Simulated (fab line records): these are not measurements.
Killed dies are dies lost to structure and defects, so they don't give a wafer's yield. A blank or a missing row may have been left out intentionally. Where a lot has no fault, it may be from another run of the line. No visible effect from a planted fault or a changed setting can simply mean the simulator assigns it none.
Split-lot study -- flow n5_finfet -- on a route of 1938 steps: 7 lots, 21 wafers read

THE SPLIT ITSELF
At N5_SD_EPI_N_COAT_33 (time 60 s, resist thk 35 nm), the setting spin_rpm was moved away from the recipe's 1500 rpm on 8 of the 21 wafers read, by -10.9% to +8.6%. All remaining wafers had this setting at the recipe value.

FROM THE SPLIT TO THE READING: what the file shows between them, 7 steps
- N5_SD_EPI_N_COAT_03: resist thk 150 nm
- N5_SD_EPI_N_EBR_05
- N5_SD_EPI_N_DESCUM_14: chemistry O2, time 7.9 s
- N5_SD_EPI_N_ETCH_34: etches SiARC in CF4, target depth 45.5 nm, time 75.8 s
- N5_SD_EPI_N_ETCH_35: etches SOC in N2/H2, overetch 108 nm, time 486 s
- N5_SD_EPI_N_STRIP_36: strips in N2/H2
- N5_SD_EPI_N_ETCHBACK_44: etches SiNx in CH3F/O2, stops on SiO2, target depth 14.5 nm

THE READING
SiARC_of_SD_EPI_N_COAT_33.thk_nm (the simulator's own value, which no gauge read), in nm, at N5_SD_EPI_N_ETCH_16 (etches SiO2 in CHF3/O2, target depth 5 nm). No usual value for it is given in the file. Average 12.3 nm, standard deviation 0.4 nm, over the 13 wafers here run with the recipe.

wafer,"tool, chamber at the split","spin_rpm as run, rpm",against the recipe,"SiARC_of_SD_EPI_N_COAT_33.thk_nm, nm",against lot-mates on the recipe
L074.4,"litho_track-04, 0",1500,recipe,11.6,-
L074.5,"litho_track-04, 0",1500,recipe,11.8,-
L074.6,"litho_track-04, 0",1415,-5.7%,14,+2.3
L075.2,"litho_track-03, 0",1500,recipe,12,-
L075.3,"litho_track-03, 0",1500,recipe,12,-
L075.4,"litho_track-03, 0",1500,recipe,12.8,-
L084.3,"litho_track-04, 0",1500,recipe,12.4,-
L084.5,"litho_track-04, 0",1500,recipe,12.6,-
L084.6,"litho_track-04, 0",1500,recipe,12.6,-
L088.1,"litho_track-04, 0",1336,-10.9%,14,no lot-mate on the recipe
L088.3,"litho_track-04, 0",1336,-10.9%,14.6,no lot-mate on the recipe
L088.5,"litho_track-04, 0",1336,-10.9%,14.6,no lot-mate on the recipe
L091.1,"litho_track-05, 0",1629,+8.6%,10.4,-2.4
L091.2,"litho_track-05, 0",1629,+8.6%,11.2,-1.6
L091.5,"litho_track-05, 0",1500,recipe,12.8,-
L093.1,"litho_track-05, 0",1458,-2.8%,12.4,+0.4
L093.2,"litho_track-05, 0",1458,-2.8%,13,+1.0
L093.5,"litho_track-05, 0",1500,recipe,12,-
L097.4,"litho_track-05, 0",1500,recipe,12.8,-
L097.5,"litho_track-05, 0",1500,recipe,12.2,-
L097.6,"litho_track-05, 0",1500,recipe,12.6,-

THE FIT
A straight line over all 21 wafers: SiARC_of_SD_EPI_N_COAT_33.thk_nm changes by -0.19 nm for each +1% of spin_rpm; r = -0.92; the points scatter about the line by 0.41 nm.
The same after taking each lot's own level away (the mean of its wafers on the recipe; 18 wafers): -0.265 nm for each +1%; r = -0.94; scatter 0.34 nm.
That fit puts the effect of the largest move of spin_rpm on the reading at 2.9 nm.
Measured against the standard deviation above, the lots' own levels, which go from 11.70 to 12.80 nm, span 2.8 times it.
So the slope is not independent of the lot-to-lot level: the two fits are not the same.
Check: -2.07 nm against its lot-mates is what the line predicts for one of the wafers moved furthest among these (+8.6%) when that wafer is left out of the fit. It came out at -2.4 nm against them.

THESE WAFERS: OTHER SPLITS
Note: prior to the reading, these wafers also went through further splits. Each is held against what the fit with the lots' levels taken away leaves over:
other split on the same wafers,wafers away from the commonest value,r with SiARC_of_SD_EPI_N_COAT_33.thk_nm (lot level and that fit taken away)
N5_WELL_APT_COAT_02 spin_rpm,5,-0.33
N5_PMOS_HMC_CHANNEL_EPI_COAT_31 spin_rpm,6,-0.33
N5_PMOS_HMC_CHANNEL_EPI_DEVELOP_08 develop_time_s,10,-0.25
N5_FIN_SAQP_HM_DEP_72 time_s,6,+0.15
N5_FIN_SAQP_DESCUM_21 time_s,4,+0.34
N5_FIN_CUT_COAT_19 spin_rpm,8,-0.05

THE WHOLE CHAIN: every reading that the file lists as answering this split, in the file's order
step,what it does,reading,change (the file's fit),r (the file's)
N5_SD_EPI_N_COAT_33,"time 60 s, resist thk 35 nm","SiARC_of_SD_EPI_N_COAT_33.thk_nm (the simulator's own value, which no gauge read)",-0.165 nm for each +1% of the setting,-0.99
N5_SD_EPI_N_ETCH_34,"etches SiARC in CF4, target depth 45.5 nm, time 75.8 s","etch.depth_nm (the simulator's own value, which no gauge read)",-0.168 nm for each +1% of the setting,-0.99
N5_SD_EPI_N_ETCH_35,"etches SOC in N2/H2, overetch 108 nm, time 486 s","SiARC_of_SD_EPI_N_COAT_33.thk_nm (the simulator's own value, which no gauge read)",-0.253 nm for each +1% of the setting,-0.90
N5_SD_EPI_N_ETCHBACK_44,"etches SiNx in CH3F/O2, stops on SiO2, target depth 14.5 nm","SiARC_of_SD_EPI_N_COAT_33.thk_nm (the simulator's own value, which no gauge read)",-0.245 nm for each +1% of the setting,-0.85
N5_SD_EPI_N_ETCH_16,"etches SiO2 in CHF3/O2, target depth 5 nm","SiARC_of_SD_EPI_N_COAT_33.thk_nm (the simulator's own value, which no gauge read)",-0.283 nm for each +1% of the setting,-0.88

FILE'S OWN FIT
SiARC_of_SD_EPI_N_COAT_33.thk_nm changes by -0.283 nm for each +1% of spin_rpm, r = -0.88.
